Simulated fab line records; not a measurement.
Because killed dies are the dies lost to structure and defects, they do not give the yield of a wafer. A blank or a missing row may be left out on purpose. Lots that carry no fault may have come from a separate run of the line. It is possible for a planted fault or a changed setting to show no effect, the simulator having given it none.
A struck lot beside a sound one -- flow n5 finfet -- 15 out of 1938 route steps
Sound: these wafers, L909.1, L909.2, L909.5. Struck: wafer L908.2 (L908.3, L908.5, from the same lot, were not struck and are left out); the cause is given at the end.
Order at every step that has rows: each side's tool, ch and its chambers, its first start. Under that, the readings that differ: sound wafers -- struck wafers -- difference of the means -- sigmas: that difference in standard deviations of wafers without a fault.
alike: readings with means less than 2 such deviations apart, plus words and numbers identical on both sides. not compared: withheld readings, readings lacking a value on some wafer, bounds such as >300 that could conceal the same value, and numbers that have no deviation in the record and whose values overlap.
The two part at a step that has a row with sigmas, a row that says differs or no value, or rows on one side only. Numbers that don't overlap but have no deviation are shown without sigmas and don't part them. Lack of a reading on every wafer of one side parts them only where that side has two or more wafers.

N5_BEOL_M10_TRENCH_ETCH_37: etches SiCOH lowk in C4F6/O2, target depth 148.83 nm, time 48 s.
  sound on rie diel-04 ch 0,3; struck on rie diel-01 ch 2
  alike: drypump motor current A, oes_o_777_au, oes product au, rf vpp V, showerhead plenum p Torr, throttle valve pct
  not compared: rf hours counter h
N5_BEOL_M10_ETCH_41: etches SiCN in CH3F/O2, target depth 42.6 nm, time 86 s.
  sound on rie diel-04 ch 0,3; struck on rie diel-01 ch 2
  alike: drypump motor current A, oes product au, rf vpp V, showerhead plenum p Torr, throttle valve pct
  not compared: rf hours counter h
N5_BEOL_M10_STRIP_77: strips in N2/H2, time 10 s.
  sound on rie diel-04 ch 0,3; struck on rie diel-01 ch 2
  alike: drypump motor current A, h2 flow sccm, oes product au, rf vpp V, showerhead plenum p Torr, throttle valve pct
  not compared: rf hours counter h
N5_BEOL_M10_OCD_MEAS_38:
  sound: ocd-02 at day 14 19:38; struck: ocd-02 at day 15 10:49
  alike: trench depth nm
then, 4 steps without rows for these wafers: N5_BEOL_M10_HM_STRIP_39 (strips TiN in peroxide tin strip, target depth 25 nm, time 158 s); N5_BEOL_M10_SRD_40 (time 30 s); N5_BEOL_M10_PRECLEAN_42 (cleans in residue remover, time 60 s); N5_BEOL_M10_SRD_43 (time 30 s).
N5_BEOL_M10_CD_MEAS_35: target cd 70 nm.
  sound: cd sem-01 at day 14 19:47; struck: cd sem-01 at day 15 10:58
  alike: cd nm
N5_BEOL_M10_CURE_72: cures SiCOH lowk, time 120 s.
  sound on uv cure-03 ch 2, day 14 19:59; struck on uv cure-03 ch 0, day 15 11:03
  alike: lamp power pct, wafer_temp_C_max
then, 2 steps without rows for these wafers: N5_BEOL_M10_DEGAS_44 (time 60 s); N5_BEOL_M10_PRE_CLEAN_45 (time 30 s).
N5_BEOL_M10_ALD_74: deposits TaN, target thk 2 nm, pulse time 2 s, purge time 3 s.
  sound on ald metal-01 ch 0,2,3, day 14 20:51; struck on ald metal-01 ch 1, day 15 11:55
reading,sound,struck,difference,sigmas
ald cycles,40 40 40,38,-2,
  alike: chamber pressure Torr, heater power w, precursor vessel temp c
N5_BEOL_M10_SURFACE_TREAT_76:
  sound: pvd sputter-03 at day 14 21:14; struck: pvd sputter-02 at day 15 12:14
  not compared: throttle valve pct
-- here the record skips 2 days between the struck wafers' starts before and after, leaving off in module BEOL_M10 and picking up in module PASSIVATION (first step shown: number 1936 of the route) --
N5_PASSIVATION_PROBE_49:
  rows exist in the record for the struck wafers here (prober-02, day 17 13:38), but not for the sound ones

## WHERE THEY PART
Only at N5_PASSIVATION_PROBE_49, as far as this record shows.

WHY: whatever the simulator had introduced
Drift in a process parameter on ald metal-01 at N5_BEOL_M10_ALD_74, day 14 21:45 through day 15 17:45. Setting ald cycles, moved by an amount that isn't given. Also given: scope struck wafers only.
